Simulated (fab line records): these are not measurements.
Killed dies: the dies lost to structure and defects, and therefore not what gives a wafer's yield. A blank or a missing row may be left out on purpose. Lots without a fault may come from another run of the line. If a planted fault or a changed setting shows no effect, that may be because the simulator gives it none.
8D (eight disciplines) problem report, filled in by code | flow nandHarc | the parts of the form that need people (team, actions taken, sign-off) are left out

## 1. WHAT WENT WRONG
Mean of rawDefectCount at NHARC_A_DECK1_JOINT_INSPECT_05: 1644 across 6 wafers in 2 lots; on wafers with no fault it is 354 (standard deviation 150). That is +8.6 standard deviations from the usual mean.
Earliest sighting: wafer L906.2 on defectInspect-01 at day 19 01:43. At this step, 39 wafers from 13 lots have a number in the record. By rule, "out" or "out of limits" means more than 4 standard deviations away from the usual mean. All remaining wafers that have a number are taken as sound.

## 2. WHAT IT IS, AND WHAT IT ISN'T
question                    | is                                 | is not
which readings at this step | rawDefectCount                     | -
which lots                  | L906, L908                         | L891, L892, L894, L895, L896, L897, L898, L899, L900, L903, L904
which wafers of those lots  | all that have a number             | -
read on which gauges        | defectInspect-01, defectInspect-02 | -
when                        | from day 19 01:43                  | up to then (33 sound wafers)

## 3. WHAT RULES OUT EACH SUSPECT
Counting: any tool at a process step up to the reading is kept as a suspect provided that every lot that is out went through it and no sound lot did after the first of them.
- the gauge at NHARC_A_DECK1_JOINT_INSPECT_05 has been ruled out. Those wafers that are out were read across 2 gauges (defectInspect-01, defectInspect-02).
- rieDiel-11 at NHARC_A_CHANNEL_FILL_D1_ETCHBACK_20 (etches the open film in C4F8/O2/Ar, target depth 27 nm, time 13.5 s): kept. Every lot that is out went through it, starting with L906 (day 16 18:31), and after that it ran no sound lot; the last sound lot it ran before then is L897 (day 13 05:42).
- cmp-03 at NHARC_A_DECK1_JOINT_CMP_02 (polishes SiOx): kept. Every lot that is out went through it, starting with L906 (day 19 01:01), and after that it ran no sound lot; the last sound lot it ran before then is L904 (day 18 16:11).
What counting leaves: rieDiel-11 at NHARC_A_CHANNEL_FILL_D1_ETCHBACK_20 and cmp-03 at NHARC_A_DECK1_JOINT_CMP_02.

## 4. THE CAUSE (what the simulator had put in)
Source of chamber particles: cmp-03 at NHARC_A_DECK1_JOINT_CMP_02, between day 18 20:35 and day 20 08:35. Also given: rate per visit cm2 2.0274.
Counting left 2 suspects, and this tool is among them.

## 5. THE EFFECT CHAIN, in route order
One row per reading whose mean, taken over the struck wafers that have a number, lies over 3 standard deviations from the usual. Readings are gone through only where the record gives a usual standard deviation; hours: the median, over the lots, of the time from a lot's start at the first step in this table giving one to that lot's start at this step; sigmas: the change measured in usual standard deviations.
hours | step                           | reading        | usual | on struck wafers | change | sigmas
0     | NHARC_A_DECK1_JOINT_INSPECT_05 | rawDefectCount | 354   | 1644             | +1290  | +8.6
278   | NHARC_END_SORT_01              | killedAtArray  | 53    | 578              | +525   | +28
278   | NHARC_END_SORT_01              | killedDies     | 58    | 580              | +522   | +29
Later steps that measure or inspect, where all struck wafers having a row at the step show a number for every such reading and not one has moved that far: NHARC_A_ONON_D2_THK_MEAS_24.

## 6. WHAT WOULD HAVE CAUGHT IT SOONER
Counted from the fault's start at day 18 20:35, it took 5 hours until the first out-of-limits reading at a measuring or inspecting step in this record, taken at day 19 01:43.
No tool reading at NHARC_A_DECK1_JOINT_CMP_02 that has a usual standard deviation in the record was out on any struck wafer, so an alarm limit of 4 standard deviations on those readings would not have fired.
L908, from the lots that are out (2), started NHARC_A_DECK1_JOINT_CMP_02 on cmp-03 later than day 19 01:43. Had the tool been put on hold then, it would have been spared.
